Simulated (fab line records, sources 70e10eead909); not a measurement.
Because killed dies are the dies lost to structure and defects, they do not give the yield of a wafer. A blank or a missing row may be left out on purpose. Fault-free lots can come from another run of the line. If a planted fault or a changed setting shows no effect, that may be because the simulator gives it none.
Chamber matching / flow nand-harc / NHARC_P_ZERO_WELL_DESCUM_54 on rie-diel-01 has 4 sister chambers
The step chemistry O2, time 3 s. 16 wafers are shown with their chamber, then 8 later ones without.

== WAFERS PAIRED WITH THEIR CHAMBERS ==
wafer=L077.4; chamber=0; drypump-motor-current-A (A)=6.0; showerhead-plenum-p-Torr (Torr)=1.93; oes-product-au (a.u.)=1.008
wafer=L077.5; chamber=3; drypump-motor-current-A (A)=5.3; showerhead-plenum-p-Torr (Torr)=1.87; oes-product-au (a.u.)=1.023
wafer=L077.6; chamber=2; drypump-motor-current-A (A)=6.0; showerhead-plenum-p-Torr (Torr)=1.99; oes-product-au (a.u.)=1.013
wafer=L078.1; chamber=1; drypump-motor-current-A (A)=6.2; showerhead-plenum-p-Torr (Torr)=1.86; oes-product-au (a.u.)=1.007
wafer=L078.3; chamber=3; drypump-motor-current-A (A)=5.3; showerhead-plenum-p-Torr (Torr)=1.87; oes-product-au (a.u.)=1.024
wafer=L078.6; chamber=1; drypump-motor-current-A (A)=6.2; showerhead-plenum-p-Torr (Torr)=1.86; oes-product-au (a.u.)=1.013
wafer=L081.2; chamber=3; drypump-motor-current-A (A)=5.3; showerhead-plenum-p-Torr (Torr)=1.87; oes-product-au (a.u.)=1.025
wafer=L081.4; chamber=0; drypump-motor-current-A (A)=6.0; showerhead-plenum-p-Torr (Torr)=1.93; oes-product-au (a.u.)=1.003
wafer=L081.5; chamber=2; drypump-motor-current-A (A)=6.1; showerhead-plenum-p-Torr (Torr)=1.99; oes-product-au (a.u.)=0.998
wafer=L082.2; chamber=1; drypump-motor-current-A (A)=6.3; showerhead-plenum-p-Torr (Torr)=1.86; oes-product-au (a.u.)=1.000
wafer=L082.5; chamber=2; drypump-motor-current-A (A)=6.1; showerhead-plenum-p-Torr (Torr)=1.99; oes-product-au (a.u.)=0.997
wafer=L082.6; chamber=3; drypump-motor-current-A (A)=5.3; showerhead-plenum-p-Torr (Torr)=1.87; oes-product-au (a.u.)=1.027
wafer=L088.1; chamber=2; drypump-motor-current-A (A)=6.1; showerhead-plenum-p-Torr (Torr)=1.98; oes-product-au (a.u.)=0.997
wafer=L088.4; chamber=0; drypump-motor-current-A (A)=6.0; showerhead-plenum-p-Torr (Torr)=1.92; oes-product-au (a.u.)=0.999
wafer=L088.5; chamber=1; drypump-motor-current-A (A)=6.3; showerhead-plenum-p-Torr (Torr)=1.85; oes-product-au (a.u.)=0.999
wafer=L090.4; chamber=0; drypump-motor-current-A (A)=6.0; showerhead-plenum-p-Torr (Torr)=1.92; oes-product-au (a.u.)=1.023

SIGNATURES (means of the wafers above)
reading=drypump-motor-current-A; chamber 0=6.000; chamber 1=6.250; chamber 2=6.075; chamber 3=5.300; scatter within a chamber=0.0382
reading=showerhead-plenum-p-Torr; chamber 0=1.9250; chamber 1=1.8575; chamber 2=1.9875; chamber 3=1.8700; scatter within a chamber=0.00456
reading=oes-product-au; chamber 0=1.00825; chamber 1=1.00475; chamber 2=1.00125; chamber 3=1.02475; scatter within a chamber=0.00738
Rule: a wafer lies at a distance from a chamber equal to the root of the sum of squares, over the readings, of (its reading less the chamber's mean, divided by the reading's scatter). If the next closest chamber is less than 2 further off than the closest, the wafer can't be placed; otherwise it belongs to the closest. How the scatter is found: for the shown wafers, subtract from each reading the mean of its chamber, square and add these, divide the total by (wafers less chambers), then take the root.

== WAFERS MISSING THEIR CHAMBER ==
wafer=L090.5; drypump-motor-current-A (A)=6.0; showerhead-plenum-p-Torr (Torr)=1.98; oes-product-au (a.u.)=0.999
wafer=L090.6; drypump-motor-current-A (A)=5.3; showerhead-plenum-p-Torr (Torr)=1.86; oes-product-au (a.u.)=1.022
wafer=L091.2; drypump-motor-current-A (A)=6.0; showerhead-plenum-p-Torr (Torr)=1.92; oes-product-au (a.u.)=1.015
wafer=L091.4; drypump-motor-current-A (A)=6.3; showerhead-plenum-p-Torr (Torr)=1.85; oes-product-au (a.u.)=1.006
wafer=L091.5; drypump-motor-current-A (A)=5.3; showerhead-plenum-p-Torr (Torr)=1.86; oes-product-au (a.u.)=1.038
wafer=L095.2; drypump-motor-current-A (A)=6.0; showerhead-plenum-p-Torr (Torr)=1.98; oes-product-au (a.u.)=1.005
wafer=L095.4; drypump-motor-current-A (A)=6.2; showerhead-plenum-p-Torr (Torr)=1.85; oes-product-au (a.u.)=1.001
wafer=L095.5; drypump-motor-current-A (A)=5.3; showerhead-plenum-p-Torr (Torr)=1.85; oes-product-au (a.u.)=1.012

== CHAMBER TAKEN BY EACH ==
wafer=L090.5; from the rows above=2; in truth=2
wafer=L090.6; from the rows above=3; in truth=3
wafer=L091.2; from the rows above=0; in truth=0
wafer=L091.4; from the rows above=1; in truth=1
wafer=L091.5; from the rows above=3; in truth=3
wafer=L095.2; from the rows above=2; in truth=2
wafer=L095.4; from the rows above=1; in truth=1
wafer=L095.5; from the rows above=3; in truth=3
Correctly placed: 8 of 8. Number that these rows cannot place: 0. Wrongly placed: 0.
